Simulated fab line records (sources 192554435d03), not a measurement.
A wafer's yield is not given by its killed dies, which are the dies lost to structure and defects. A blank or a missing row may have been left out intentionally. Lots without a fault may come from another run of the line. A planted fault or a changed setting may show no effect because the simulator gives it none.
Which tool did it? ; flow n5-finfet ; 10 lots with 30 wafers sampled at 3 steps, on a route of 1938 steps

== WHAT THE GAUGES READ, wafer by wafer ==
N5_BEOL_M11_INSPECT_13: inspects for defects (brightfield). Usual: raw-defect-count 375, standard deviation 88.
lot;measured;on;raw-defect-count;flag
L101;day 10 14:52;defect-inspect-02;322 235 345;
L103;day 10 18:32;defect-inspect-02;411 342 298;
L102;day 11 02:04;defect-inspect-02;313 338 326;
L105;day 11 10:50;defect-inspect-02;281 447 454;
L106;day 11 19:16;defect-inspect-02;434 333 442;
L108;day 12 11:41;defect-inspect-02;368 525 541;
L110;day 12 18:14;defect-inspect-02;453 397 320;
L112;day 13 21:34;defect-inspect-01;355 657 527;
L115;day 14 00:32;defect-inspect-01;428 362 421;
L117;day 14 09:00;defect-inspect-01;319 537 783;

== TOOL THAT RAN EACH LOT (tool first, then ch and the chambers of the sampled wafers, then the start) ==
lot;N5_BEOL_M10_ALD_74;N5_BEOL_M11_ILD_DEP_00
L101;ald-metal-04 ch 0,1,3, day 10 11:01;pecvd-01 ch 0,2, day 10 12:35
L103;ald-metal-04 ch 1,2,3, day 10 14:36;pecvd-01 ch 0,2, day 10 16:31
L102;ald-metal-03 ch 0,2,3, day 10 20:19;pecvd-01 ch 0,1,2, day 10 22:21
L105;ald-metal-01 ch 1,2, day 11 06:19;pecvd-01 ch 0,1,2, day 11 08:13
L106;ald-metal-01 ch 0,1,3, day 11 14:54;pecvd-02 ch 0,2, day 11 17:06
L108;ald-metal-03 ch 0,2, day 12 07:32;pecvd-03 ch 1,2, day 12 09:17
L110;ald-metal-03 ch 0,1, day 12 14:13;pecvd-01 ch 0,2, day 12 16:01
L112;ald-metal-03 ch 0,1,2, day 13 18:25;pecvd-01 ch 0,1,2, day 13 20:10
L115;ald-metal-03 ch 0,1,3, day 13 18:40;pecvd-02 ch 1,2, day 13 21:55
L117;ald-metal-04 ch 0,2, day 14 04:17;pecvd-01 ch 1,2, day 14 06:34
- N5_BEOL_M10_ALD_74: deposits TaN, target thk 2 nm, pulse time 2 s, purge time 3 s.
- N5_BEOL_M11_ILD_DEP_00: deposits SiCOH lowk from DEMS/porogen, target thk 308.51 nm, time 58 s.

== WHAT THE TOOLS THEMSELVES READ (means of the sampled wafers that have a number; where no wafer has one, the mark that the record gives instead) ==
N5_BEOL_M10_ALD_74. Usual: heater-power-w 408 W, standard deviation 43.
lot;tool;heater-power-w (W);flag
L101;ald-metal-04;435;
L103;ald-metal-04;402;
L102;ald-metal-03;393;
L105;ald-metal-01;419;
L106;ald-metal-01;420;
L108;ald-metal-03;382;
L110;ald-metal-03;407;
L112;ald-metal-03;376;
L115;ald-metal-03;423;
L117;ald-metal-04;423;

N5_BEOL_M11_ILD_DEP_00. Usual: heater-power-w 299 W, standard deviation 44; showerhead-plenum-p-Torr 5.742 Torr, standard deviation 0.012; throttle-valve-pct 14.0 %, standard deviation 0.63.
lot;tool;heater-power-w (W);showerhead-plenum-p-Torr (Torr);throttle-valve-pct (%);flag
L101;pecvd-01;295;5.736;14.3;
L103;pecvd-01;315;5.730;14.4;
L102;pecvd-01;301;5.733;14.1;
L105;pecvd-01;301;5.736;14.1;
L106;pecvd-02;355;5.762;13.2;
L108;pecvd-03;277;5.744;13.7;
L110;pecvd-01;294;5.738;14.2;
L112;pecvd-01;328;5.737;14.1;
L115;pecvd-02;304;5.743;14.0;
L117;pecvd-01;326;5.733;13.6;

== THE ANSWER, worked out from the rows above alone ==
Rule: take the mean of a lot's wafers that have a number; if it is more than 3 standard deviations from the usual mean, the lot is off. Also off: a lot with no number at a reading for which 4 or more lots have one. All remaining lots with rows at the step are treated as sound. Order of review: gauges by route order, followed by the tools' own readings, for which a lot's mean as printed above is used. At the first step where some lot is off, the reading lying furthest off is the one used; lots without a number count as furthest.
No lot is off at any reading shown: from this, nothing can be told.

== WHAT WAS PUT IN BY THE SIMULATOR ==
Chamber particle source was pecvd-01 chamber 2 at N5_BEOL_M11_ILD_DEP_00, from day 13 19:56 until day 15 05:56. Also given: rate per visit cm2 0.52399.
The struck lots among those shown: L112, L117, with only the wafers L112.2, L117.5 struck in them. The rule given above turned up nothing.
